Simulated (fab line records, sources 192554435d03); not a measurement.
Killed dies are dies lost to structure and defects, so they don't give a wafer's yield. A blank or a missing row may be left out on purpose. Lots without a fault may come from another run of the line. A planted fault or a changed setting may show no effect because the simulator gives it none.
A struck lot beside a sound one | flow n5_finfet | 36 steps out of a route of 1938
Sound: wafers L404.2, L404.3, L404.5. Struck: wafers L413.4, L413.5, L413.6. The cause comes at the end.
At each step with rows: each side's tool, then ch and its chambers, then its first start. Under that, the readings that differ: sound wafers | struck wafers | difference of the means | sigmas: that difference in standard deviations of wafers without a fault.
alike: readings whose means differ by less than 2 such deviations, and words and numbers that are the same on both sides. not compared: withheld readings, readings that some wafer has no value for, bounds like >300 that may hide the same value, and numbers for which the record gives no deviation and whose values overlap.
The two part at a step that has a row with sigmas, a row that says differs or no value, or rows on one side only. Numbers that don't overlap but have no deviation are shown without sigmas and don't part them. A reading that every wafer of one side lacks parts them only if that side has two wafers or more.

first, 8 steps without rows for these wafers: N5_BEOL_M4_ECD_50 (material Cu, target thk 300 nm); N5_BEOL_M4_ANNEAL_51 (time 90 s); N5_BEOL_M4_CMP_52 (polishes, stops on SiOC, t overpolish 6.8 s, target thk 40 nm); N5_BEOL_M4_PRE_CLEAN_60 (time 15 s); N5_BEOL_M4_CO_CAP_55 (material Co, precursor CCTBA/H2, target thk 2 nm, time 102.1 s); N5_BEOL_M4_PRE_CLEAN_56 (time 15 s); N5_BEOL_M4_DEP_57 (deposits SiCN from 3MS/NH3, target thk 8 nm, time 14 s); N5_BEOL_M5_ILD_DEP_00 (deposits SiCOH lowk from DEMS/porogen, target thk 140.64 nm, time 25.9 s).
N5_BEOL_M5_CURE_79: cures SiCOH lowk, time 240 s.
  sound on uv_cure-03 ch 2, day 8 01:38; struck on uv_cure-03 ch 2, day 10 16:49
  no value came back on the struck wafers for lamp_power_pct (%), run_length_s (s), wafer_temp_C_max; on the sound wafers lamp_power_pct (%) reads 52.31 52.38 52.39
  reading                                            | sound             | struck            | difference | sigmas
  model.SiCOH_lowk_of_BEOL_M5_ILD_DEP_00.thk_nm (nm) | 120.2 120.2 118.2 | 139.8 141.8 140.2 | +21.1      |
N5_BEOL_M5_THK_MEAS_01:
  sound on film_metro-02, day 8 02:28; struck on film_metro-02, day 10 17:05
  reading         | sound             | struck            | difference | sigmas
  M5_ILD_THK (nm) | 120.1 120.1 118.3 | 139.9 141.7 140.2 | +21.1      | +12
then, 24 steps without rows for these wafers: N5_BEOL_M5_PECVD_70 (deposits SiO2 from TEOS/O2, target thk 16 nm, time 18 s); N5_BEOL_M5_HM_DEP_02 (deposits TiN, target thk 20 nm); N5_BEOL_M5_COAT_59 (time 60 s, resist thk 60 nm); N5_BEOL_M5_COAT_60 (time 60 s, resist thk 12 nm); N5_BEOL_M5_COAT_71 (time 60 s, resist thk 5 nm); N5_BEOL_M5_COAT_05 (resist thk 30 nm); N5_BEOL_M5_EBR_07; N5_BEOL_M5_SOFTBAKE_06 (time 60 s); N5_BEOL_M5_EXPOSE_08 (exposes mask M5, target cd 28 nm); N5_BEOL_M5_PEB_09 (peb time 60 s); N5_BEOL_M5_DEVELOP_10 (develop time 30 s); N5_BEOL_M5_DESCUM_16 (chemistry O2, time 7 s); N5_BEOL_M5_ETCH_72 (etches underlayer in N2/H2, target depth 6.5 nm, time 5.2 s); N5_BEOL_M5_ETCH_61 (etches SiARC in CF4, target depth 15.6 nm, time 26 s); N5_BEOL_M5_ETCH_62 (etches SOC in N2/H2, target depth 75 nm, overetch 15 nm, time 112.5 s); N5_BEOL_M5_STRIP_63 (strips in N2/H2); N5_BEOL_M5_STRIP_73 (strips in N2/H2); N5_BEOL_M5_STRIP_64 (strips in CF4); N5_BEOL_M5_HM_OPEN_17 (chemistry Cl2/BCl3, target TiN, target depth 20 nm, overetch 6 nm); N5_BEOL_M5_STRIP_19 (strips in O2); N5_BEOL_M5_COAT_65 (time 60 s, resist thk 60 nm); N5_BEOL_M5_COAT_66 (time 60 s, resist thk 12 nm); N5_BEOL_M5_COAT_74 (time 60 s, resist thk 5 nm); N5_BEOL_M5_COAT_22 (resist thk 30 nm).
N5_BEOL_M5_CMP_52: polishes, stops on SiCOH lowk, t overpolish 6.9 s, target thk 62 nm.
  sound on cmp-03 ch 0,2,3, day 8 11:49; struck on cmp-02 ch 0,2,3, day 11 02:55
  reading                                            | sound             | struck            | difference | sigmas
  model.SiCOH_lowk_of_BEOL_M5_ILD_DEP_00.thk_nm (nm) | 117.2 117.2 115.2 | 136.8 138.8 137.2 | +21.1      |
  alike: clearing_platen_rpm, edge_zone_pressure_frac, motor_current_A, retaining_ring_pressure_frac
-- the record jumps here: 4 days lie between the struck wafers' starts before and after (it left off in module BEOL_M5 and takes up again in module PASSIVATION, whose first step shown is number 1936 of the route) --
N5_PASSIVATION_PROBE_49:
  sound on prober-01, day 11 21:04; struck on prober-01, day 14 16:13
  reading             | sound    | struck   | difference | sigmas
  killed_at_front_end | 51 61 51 | 16 33 35 | -26        | -2
  alike: defect_limited_yield, killed_at_M0_to_M3, killed_at_M4_up, killed_at_contacts, killed_at_other, killed_dies, killed_open, killed_short, sort_bin_5_function, sort_bin_6_memory, sort_n_pass, sort_yield_pct

WHERE THEY PART
First at N5_BEOL_M5_CURE_79; last, within this record, at N5_PASSIVATION_PROBE_49.

WHY: what the simulator had put in
Skipped step whole: uv_cure-03, from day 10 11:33 on, at N5_BEOL_M5_CURE_79. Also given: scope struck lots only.
